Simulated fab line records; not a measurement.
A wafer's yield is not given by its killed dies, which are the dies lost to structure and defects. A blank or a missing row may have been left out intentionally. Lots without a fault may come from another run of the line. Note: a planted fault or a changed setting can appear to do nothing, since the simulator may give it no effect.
Which tool was responsible? :: flow n5Finfet :: 30 wafers from 10 lots sampled at 4 of the route's 1938 steps

## WHAT THE GAUGES SHOWED, per wafer
N5_BEOL_M9_CD_MEAS_28 targets a cd of 70 nm. Usual: cdNm at 70.06 nm, with a standard deviation of 0.24.
lot: L178
measured: day 10 16:52
on: cdSem-03
cdNm (nm): 70.04 70.06 69.97
flag: 

lot: L181
measured: day 11 18:38
on: cdSem-02
cdNm (nm): 69.92 69.60 69.90
flag: 

lot: L182
measured: day 11 20:57
on: cdSem-03
cdNm (nm): 69.84 70.24 70.32
flag: 

lot: L184
measured: day 12 07:22
on: cdSem-02
cdNm (nm): 70.06 69.87 70.12
flag: 

lot: L185
measured: day 12 16:02
on: cdSem-01
cdNm (nm): 70.00 69.71 69.84
flag: 

lot: L189
measured: day 13 13:34
on: cdSem-02
cdNm (nm): 69.77 70.11 70.06
flag: 

lot: L188
measured: day 13 13:37
on: cdSem-03
cdNm (nm): 69.96 70.25 70.13
flag: 

lot: L191
measured: day 14 04:14
on: cdSem-01
cdNm (nm): 70.42 70.28 70.16
flag: 

lot: L195
measured: day 14 18:17
on: cdSem-01
cdNm (nm): 70.17 70.19 70.32
flag: 

lot: L198
measured: day 16 04:47
on: cdSem-03
cdNm (nm): 69.72 70.20 70.33
flag: 

N5_BEOL_M9_CD_MEAS_35: target cd 70 nm, target cd y 40 nm. Usual: cdNm at 69.8 nm, with a standard deviation of 0.63.
lot: L178
measured: day 10 17:36
on: cdSem-01
cdNm (nm): 69.6 69.4 69.9
flag: 

lot: L181
measured: day 13 10:51
on: cdSem-03
cdNm (nm): 69.0 69.2 69.7
flag: 

lot: L182
measured: day 11 21:41
on: cdSem-02
cdNm (nm): 69.2 70.0 69.1
flag: 

lot: L184
measured: day 12 12:02
on: cdSem-01
cdNm (nm): 70.1 70.2 70.6
flag: 

lot: L185
measured: day 12 19:04
on: cdSem-03
cdNm (nm): 70.6 69.8 69.7
flag: 

lot: L189
measured: day 13 14:20
on: cdSem-02
cdNm (nm): 70.3 70.9 69.6
flag: 

lot: L188
measured: day 13 14:22
on: cdSem-03
cdNm (nm): 69.0 69.6 69.2
flag: 

lot: L191
measured: day 14 05:19
on: cdSem-01
cdNm (nm): 70.1 70.2 70.4
flag: 

lot: L195
measured: day 14 19:31
on: cdSem-01
cdNm (nm): 69.2 70.4 70.1
flag: 

lot: L198
measured: day 16 05:32
on: cdSem-01
cdNm (nm): 69.8 69.6 69.3
flag: 

## WHAT TOOL EACH LOT RAN ON (gives the tool, then ch and the chambers of the sampled wafers, and finally the start)
lot: L178
N5_BEOL_M9_ETCH_65: rieDiel-06 ch 0,1,3, day 10 17:02
N5_BEOL_M9_VIA_ETCH_34: rieDiel-06 ch 0,1,3, day 10 17:10

lot: L181
N5_BEOL_M9_ETCH_65: rieDiel-06 ch 3, day 13 09:33
N5_BEOL_M9_VIA_ETCH_34: rieDiel-06 ch 3, day 13 09:57

lot: L182
N5_BEOL_M9_ETCH_65: rieDiel-05 ch 0,1,2, day 11 21:07
N5_BEOL_M9_VIA_ETCH_34: rieDiel-05 ch 0,1,2, day 11 21:15

lot: L184
N5_BEOL_M9_ETCH_65: rieDiel-03 ch 0,1,2, day 12 11:28
N5_BEOL_M9_VIA_ETCH_34: rieDiel-03 ch 0,1,2, day 12 11:36

lot: L185
N5_BEOL_M9_ETCH_65: rieDiel-05 ch 0,2,3, day 12 18:30
N5_BEOL_M9_VIA_ETCH_34: rieDiel-05 ch 0,2,3, day 12 18:37

lot: L189
N5_BEOL_M9_ETCH_65: rieDiel-03 ch 0,1, day 13 13:47
N5_BEOL_M9_VIA_ETCH_34: rieDiel-03 ch 0,1, day 13 13:55

lot: L188
N5_BEOL_M9_ETCH_65: rieDiel-05 ch 0,1,2, day 13 13:49
N5_BEOL_M9_VIA_ETCH_34: rieDiel-05 ch 0,1,2, day 13 13:56

lot: L191
N5_BEOL_M9_ETCH_65: rieDiel-05 ch 1,2, day 14 04:45
N5_BEOL_M9_VIA_ETCH_34: rieDiel-05 ch 1,2, day 14 04:53

lot: L195
N5_BEOL_M9_ETCH_65: rieDiel-06 ch 0,1,3, day 14 18:57
N5_BEOL_M9_VIA_ETCH_34: rieDiel-06 ch 0,1,3, day 14 19:05

lot: L198
N5_BEOL_M9_ETCH_65: rieDiel-06 ch 0,2, day 16 04:58
N5_BEOL_M9_VIA_ETCH_34: rieDiel-06 ch 0,2, day 16 05:05
- N5_BEOL_M9_ETCH_65: etches SiARC in CF4, target depth 15.6 nm, time 26 s.
- N5_BEOL_M9_VIA_ETCH_34: etches SiCOH lowk in C4F6/O2, target depth 182.4 nm, time 68.4 s.

## WHAT THE TOOLS THEMSELVES READ (means of the sampled wafers that have a number; where no wafer has one, the mark that the record gives instead)
N5_BEOL_M9_ETCH_65. Usual: drypumpMotorCurrentA is 5.79 A with standard deviation 0.25, etchRfOnTimeS is 26.0 s with standard deviation 0.66, oesProductAu is 0.67 a.u. with standard deviation 0.068, rfFwdPowerW is 532.2 W with standard deviation 2.1, rfVppV is 184.2 V with standard deviation 1.1, showerheadPlenumPTorr is 2.15 Torr with standard deviation 0.063, and throttleValvePct is 15.57 % with standard deviation 0.28.
lot: L178
tool: rieDiel-06
drypumpMotorCurrentA (A): 5.79
etchRfOnTimeS (s): 25.9
oesProductAu (a.u.): 0.65
rfFwdPowerW (W): 531.8
rfVppV (V): 183.9
showerheadPlenumPTorr (Torr): 2.13
throttleValvePct (%): 15.56
flag: 

lot: L181
tool: rieDiel-06
drypumpMotorCurrentA (A): 5.84
etchRfOnTimeS (s): 25.9
oesProductAu (a.u.): 0.71
rfFwdPowerW (W): 532.7
rfVppV (V): 182.8
showerheadPlenumPTorr (Torr): 2.07
throttleValvePct (%): 15.22
flag: 

lot: L182
tool: rieDiel-05
drypumpMotorCurrentA (A): 5.86
etchRfOnTimeS (s): 26.1
oesProductAu (a.u.): 0.64
rfFwdPowerW (W): 532.0
rfVppV (V): 184.4
showerheadPlenumPTorr (Torr): 2.14
throttleValvePct (%): 15.72
flag: 

lot: L184
tool: rieDiel-03
drypumpMotorCurrentA (A): 5.89
etchRfOnTimeS (s): 26.0
oesProductAu (a.u.): 0.68
rfFwdPowerW (W): 533.4
rfVppV (V): 184.4
showerheadPlenumPTorr (Torr): 2.21
throttleValvePct (%): 15.41
flag: 

lot: L185
tool: rieDiel-05
drypumpMotorCurrentA (A): 5.77
etchRfOnTimeS (s): 26.1
oesProductAu (a.u.): 0.69
rfFwdPowerW (W): 531.3
rfVppV (V): 184.0
showerheadPlenumPTorr (Torr): 2.14
throttleValvePct (%): 15.58
flag: 

lot: L189
tool: rieDiel-03
drypumpMotorCurrentA (A): 5.84
etchRfOnTimeS (s): 25.8
oesProductAu (a.u.): 0.68
rfFwdPowerW (W): 533.2
rfVppV (V): 184.5
showerheadPlenumPTorr (Torr): 2.19
throttleValvePct (%): 15.48
flag: 

lot: L188
tool: rieDiel-05
drypumpMotorCurrentA (A): 5.85
etchRfOnTimeS (s): 26.5
oesProductAu (a.u.): 0.62
rfFwdPowerW (W): 531.8
rfVppV (V): 184.3
showerheadPlenumPTorr (Torr): 2.14
throttleValvePct (%): 15.75
flag: 

lot: L191
tool: rieDiel-05
drypumpMotorCurrentA (A): 5.95
etchRfOnTimeS (s): 26.1
oesProductAu (a.u.): 0.58
rfFwdPowerW (W): 530.6
rfVppV (V): 184.1
showerheadPlenumPTorr (Torr): 2.14
throttleValvePct (%): 16.03
flag: 

lot: L195
tool: rieDiel-06
drypumpMotorCurrentA (A): 5.78
etchRfOnTimeS (s): 26.1
oesProductAu (a.u.): 0.63
rfFwdPowerW (W): 530.9
rfVppV (V): 183.0
showerheadPlenumPTorr (Torr): 2.13
throttleValvePct (%): 15.60
flag: 

lot: L198
tool: rieDiel-06
drypumpMotorCurrentA (A): 5.94
etchRfOnTimeS (s): 25.7
oesProductAu (a.u.): 0.61
rfFwdPowerW (W): 532.8
rfVppV (V): 184.3
showerheadPlenumPTorr (Torr): 2.12
throttleValvePct (%): 15.85
flag: 

N5_BEOL_M9_VIA_ETCH_34. Usual: drypumpMotorCurrentA 5.80 A, standard deviation 0.25; oes_f_703_au 0.78 a.u., standard deviation 0.079; oes_o_777_au 0.78 a.u., standard deviation 0.081; oesProductAu 0.78 a.u., standard deviation 0.079; rfFwdPowerW 342.2 W, standard deviation 1.2; rfVppV 667 V, standard deviation 10; showerheadPlenumPTorr 2.86 Torr, standard deviation 0.082; throttleValvePct 20.85 %, standard deviation 0.28.
lot: L178
tool: rieDiel-06
drypumpMotorCurrentA (A): 5.78
oes_f_703_au (a.u.): 0.77
oes_o_777_au (a.u.): 0.77
oesProductAu (a.u.): 0.77
rfFwdPowerW (W): 342.0
rfVppV (V): 657
showerheadPlenumPTorr (Torr): 2.84
throttleValvePct (%): 20.84
flag: 

lot: L181
tool: rieDiel-06
drypumpMotorCurrentA (A): 5.86
oes_f_703_au (a.u.): 0.85
oes_o_777_au (a.u.): 0.85
oesProductAu (a.u.): 0.82
rfFwdPowerW (W): 342.4
rfVppV (V): 655
showerheadPlenumPTorr (Torr): 2.76
throttleValvePct (%): 20.50
flag: 

lot: L182
tool: rieDiel-05
drypumpMotorCurrentA (A): 5.86
oes_f_703_au (a.u.): 0.74
oes_o_777_au (a.u.): 0.74
oesProductAu (a.u.): 0.75
rfFwdPowerW (W): 340.8
rfVppV (V): 667
showerheadPlenumPTorr (Torr): 2.85
throttleValvePct (%): 21.00
flag: 

lot: L184
tool: rieDiel-03
drypumpMotorCurrentA (A): 5.89
oes_f_703_au (a.u.): 0.79
oes_o_777_au (a.u.): 0.80
oesProductAu (a.u.): 0.79
rfFwdPowerW (W): 343.0
rfVppV (V): 670
showerheadPlenumPTorr (Torr): 2.94
throttleValvePct (%): 20.68
flag: 

lot: L185
tool: rieDiel-05
drypumpMotorCurrentA (A): 5.76
oes_f_703_au (a.u.): 0.79
oes_o_777_au (a.u.): 0.79
oesProductAu (a.u.): 0.80
rfFwdPowerW (W): 342.9
rfVppV (V): 666
showerheadPlenumPTorr (Torr): 2.83
throttleValvePct (%): 20.85
flag: 

lot: L189
tool: rieDiel-03
drypumpMotorCurrentA (A): 5.83
oes_f_703_au (a.u.): 0.79
oes_o_777_au (a.u.): 0.80
oesProductAu (a.u.): 0.80
rfFwdPowerW (W): 341.7
rfVppV (V): 672
showerheadPlenumPTorr (Torr): 2.90
throttleValvePct (%): 20.72
flag: 

lot: L188
tool: rieDiel-05
drypumpMotorCurrentA (A): 5.86
oes_f_703_au (a.u.): 0.52
oes_o_777_au (a.u.): 0.54
oesProductAu (a.u.): 0.69
rfFwdPowerW (W): 259.0
rfVppV (V): 767
showerheadPlenumPTorr (Torr): 2.84
throttleValvePct (%): 20.99
flag: OFF

lot: L191
tool: rieDiel-05
drypumpMotorCurrentA (A): 5.96
oes_f_703_au (a.u.): 0.47
oes_o_777_au (a.u.): 0.50
oesProductAu (a.u.): 0.63
rfFwdPowerW (W): 259.0
rfVppV (V): 761
showerheadPlenumPTorr (Torr): 2.85
throttleValvePct (%): 21.29
flag: OFF

lot: L195
tool: rieDiel-06
drypumpMotorCurrentA (A): 5.80
oes_f_703_au (a.u.): 0.76
oes_o_777_au (a.u.): 0.75
oesProductAu (a.u.): 0.75
rfFwdPowerW (W): 342.2
rfVppV (V): 658
showerheadPlenumPTorr (Torr): 2.83
throttleValvePct (%): 20.86
flag: 

lot: L198
tool: rieDiel-06
drypumpMotorCurrentA (A): 5.93
oes_f_703_au (a.u.): 0.70
oes_o_777_au (a.u.): 0.70
oesProductAu (a.u.): 0.71
rfFwdPowerW (W): 342.1
rfVppV (V): 669
showerheadPlenumPTorr (Torr): 2.81
throttleValvePct (%): 21.12
flag: 

## THE ANSWER, worked out from the rows above alone
Rule: lot off if the mean of its wafers having a number is beyond 3 standard deviations from the usual mean. A lot without any number at a reading at which 4 lots or more have one is off too. Where the step has rows for the other lots, those lots are counted as sound. The gauges are gone through in route order, then the tools' own readings, and for those a lot's mean is taken as printed above. The first step at which some lot is off is used, and at that step the reading that is off furthest; a lot without a number counts as furthest.
Off: L188, L191 (N5_BEOL_M9_VIA_ETCH_34, rfFwdPowerW).
A tool fits if, at that step or a process step before it, it ran every lot that is off, and no sound lot after the first of them. One fits: rieDiel-05 at N5_BEOL_M9_ETCH_65 and N5_BEOL_M9_VIA_ETCH_34. At N5_BEOL_M9_ETCH_65 its last sound lot is L185 (day 12 18:30), its first lot that is off L188 (day 13 13:49): a fault that began between those two fits.

## WHAT HAD BEEN PUT IN BY THE SIMULATOR
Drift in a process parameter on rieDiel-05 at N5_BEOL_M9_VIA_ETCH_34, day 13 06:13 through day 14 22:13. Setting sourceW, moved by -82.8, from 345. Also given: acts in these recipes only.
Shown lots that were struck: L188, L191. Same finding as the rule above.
